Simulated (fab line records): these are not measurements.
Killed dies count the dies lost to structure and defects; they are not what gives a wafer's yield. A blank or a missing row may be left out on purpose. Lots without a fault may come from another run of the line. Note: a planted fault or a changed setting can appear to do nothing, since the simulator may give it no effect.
Which tool is to blame?    flow n5Finfet    at 1 step of a route of 1938, 12 lots with 35 wafers sampled

== WHAT THE GAUGES SHOWED, per wafer ==
N5_ZERO_LAYER_CD_MEAS_11: target cd 2000 nm. Usual: cdNm 1998.3 nm, standard deviation 2.6.
lot   measured     on        cdNm (nm)             flag
L394  day 1 12:38  cdSem-01  1998.3 1994.9 1995.7  
L395  day 1 18:46  cdSem-02  1998.7 1997.4 1993.9  
L396  day 2 00:46  cdSem-03  1998.7 2000.4 1998.6  
L397  day 2 06:38  cdSem-01  2002.5 1997.7 1999.7  
L400  day 3 00:38  cdSem-01  1996.4 1995.2 1994.4  
L403  day 3 18:46  cdSem-01  2000.2 2000.1 2003.2  
L406  day 4 12:40  cdSem-02  1996.8 2001.1 2001.8  
L410  day 5 12:40  cdSem-01  2006.3 1999.9 1996.8  
L413  day 6 06:39  cdSem-03  2003.4 1997.0 2002.1  
L415  day 6 18:47  cdSem-02  2002.4 2000.9 1997.2  
L416  day 7 00:40  cdSem-02  1995.4 1999.9         
L417  day 7 06:38  cdSem-01  1993.9 1998.0 1996.2  

== WHAT TOOL EACH LOT RAN ON (gives the tool, then ch and the chambers of the sampled wafers, and finally the start) ==
No process step before these readings appears in the record.

== AS READ BY THE TOOLS THEMSELVES (means over the sampled wafers that have a number; for cases with no such wafer, the mark the record gives instead) ==
The record holds no such reading with a usual standard deviation.

== THE ANSWER, worked out from the rows above alone ==
Rule: a lot counts as off when the mean over its wafers that have a number is more than 3 standard deviations away from the usual mean. A lot without any number at a reading at which 4 lots or more have one is off too. All remaining lots with rows at the step are treated as sound. The gauges are gone through in route order, then the tools' own readings, and for those a lot's mean is taken as printed above. At the first step where some lot is off, the reading lying furthest off is the one used; lots without a number count as furthest.
Nothing can be told from this: no lot is off at any reading shown.

== WHAT HAD BEEN PUT IN BY THE SIMULATOR ==
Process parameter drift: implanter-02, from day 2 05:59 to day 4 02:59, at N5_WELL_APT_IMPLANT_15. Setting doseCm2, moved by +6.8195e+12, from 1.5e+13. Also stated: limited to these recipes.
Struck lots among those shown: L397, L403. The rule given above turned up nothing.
